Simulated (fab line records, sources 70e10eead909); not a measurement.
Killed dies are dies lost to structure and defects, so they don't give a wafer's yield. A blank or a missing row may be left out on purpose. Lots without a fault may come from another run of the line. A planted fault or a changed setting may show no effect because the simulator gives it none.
Chamber matching | flow nand_harc | NHARC_A_CONTACT_CMP_20 on cmp-04: 4 sister chambers
The step polishes, t overpolish 30 s, target thk 300 nm. 8 wafers are shown with their chamber, then 12 later ones without.

WAFERS WITH THEIR CHAMBER
wafer  | chamber | motor_current_A (A) | time_to_endpoint_s (s)
L084.4 | 3       | 12.5                | 55.0
L083.2 | 3       | 12.2                | 55.9
L082.2 | 1       | 13.1                | 55.9
L086.1 | 0       | 11.1                | 55.6
L085.4 | 0       | 10.6                | 54.2
L090.1 | 2       | 13.2                | 53.5
L090.4 | 1       | 12.7                | 55.4
L090.6 | 2       | 13.8                | 53.5

WAFERS WITHOUT THEIR CHAMBER
wafer  | motor_current_A (A) | time_to_endpoint_s (s)
L091.1 | 12.6                | 55.9
L091.2 | 13.5                | 59.1
L091.3 | 11.0                | 53.4
L092.1 | 11.9                | 62.0
L092.2 | 11.4                | 59.0
L092.6 | 13.3                | 58.0
L094.2 | 13.7                | 55.2
L094.4 | 13.1                | 55.5
L094.5 | 12.0                | 54.0
L093.1 | 10.7                | 53.8
L093.3 | 13.8                | 54.8
L093.6 | 11.0                | 55.7

WHICH CHAMBER EACH WENT THROUGH
wafer  | from the rows above          | in truth
L091.1 | can't be placed: 1 or 3      | 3
L091.2 | can't be placed: 1 or 3      | 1
L091.3 | 0                            | 0
L092.1 | can't be placed: 3 or 1 or 0 | 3
L092.2 | can't be placed: 3 or 0 or 1 | 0
L092.6 | can't be placed: 1 or 3      | 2
L094.2 | can't be placed: 1 or 2 or 3 | 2
L094.4 | can't be placed: 1 or 3      | 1
L094.5 | can't be placed: 3 or 0 or 1 | 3
L093.1 | 0                            | 0
L093.3 | can't be placed: 2 or 1      | 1
L093.6 | 0                            | 0
Placed correctly: 3 of 12. Can't be placed from these rows: 9 (the true chamber is among the candidates in 8). Placed wrongly: 0.
How it was worked out, from the rows above alone: a wafer's distance from a chamber is the root of the sum, over the readings, of the square of ((its reading less the chamber's mean) divided by the reading's scatter). The wafer belongs to the nearest chamber; if the next one is less than 2 further off, it can't be placed. A chamber's mean is the mean of its shown wafers. The scatter: the root of (the sum of the squares of (reading less its chamber's mean) over the shown wafers, divided by (wafers less chambers)).
